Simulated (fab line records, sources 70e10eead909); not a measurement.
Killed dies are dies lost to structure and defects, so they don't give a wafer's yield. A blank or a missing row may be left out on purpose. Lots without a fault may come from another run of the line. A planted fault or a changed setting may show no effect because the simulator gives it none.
Chamber matching | flow nand_harc | NHARC_A_M0_CMP_23 on cmp-03: 4 sister chambers
The step polishes, t overpolish 20 s, target thk 113.75 nm. 4 wafers are shown with their chamber, then 7 later ones without.

WAFERS WITH THEIR CHAMBER
wafer  | chamber | motor_current_A (A)
L773.5 | 3       | 10.5
L778.5 | 2       | 14.7
L780.2 | 0       | 13.0
L780.3 | 1       | 12.5

WAFERS WITHOUT THEIR CHAMBER
wafer  | motor_current_A (A)
L780.4 | 9.5
L787.1 | 13.1
L787.2 | 9.9
L787.5 | 13.0
L789.1 | 14.6
L789.3 | 12.5
L789.5 | 12.8

WHICH CHAMBER EACH WENT THROUGH
wafer  | from the rows above     | in truth
L780.4 | 3                       | 3
L787.1 | can't be placed: 0 or 1 | 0
L787.2 | 3                       | 3
L787.5 | can't be placed: 0 or 1 | 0
L789.1 | 2                       | 2
L789.3 | can't be placed: 1 or 0 | 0
L789.5 | can't be placed: 0 or 1 | 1
Placed correctly: 3 of 7. Can't be placed from these rows: 4 (the true chamber is among the candidates in 4). Placed wrongly: 0.
How it was worked out, from the rows above alone: a wafer's distance from a chamber is the root of the sum, over the readings, of the square of ((its reading less the chamber's mean) divided by the reading's scatter). The wafer belongs to the nearest chamber; if the next one is less than 2 further off, it can't be placed. A chamber's mean is the mean of its shown wafers. The scatter: with one shown wafer a chamber, the root of the mean of the squares of how far each hidden wafer lies from its nearest shown one.
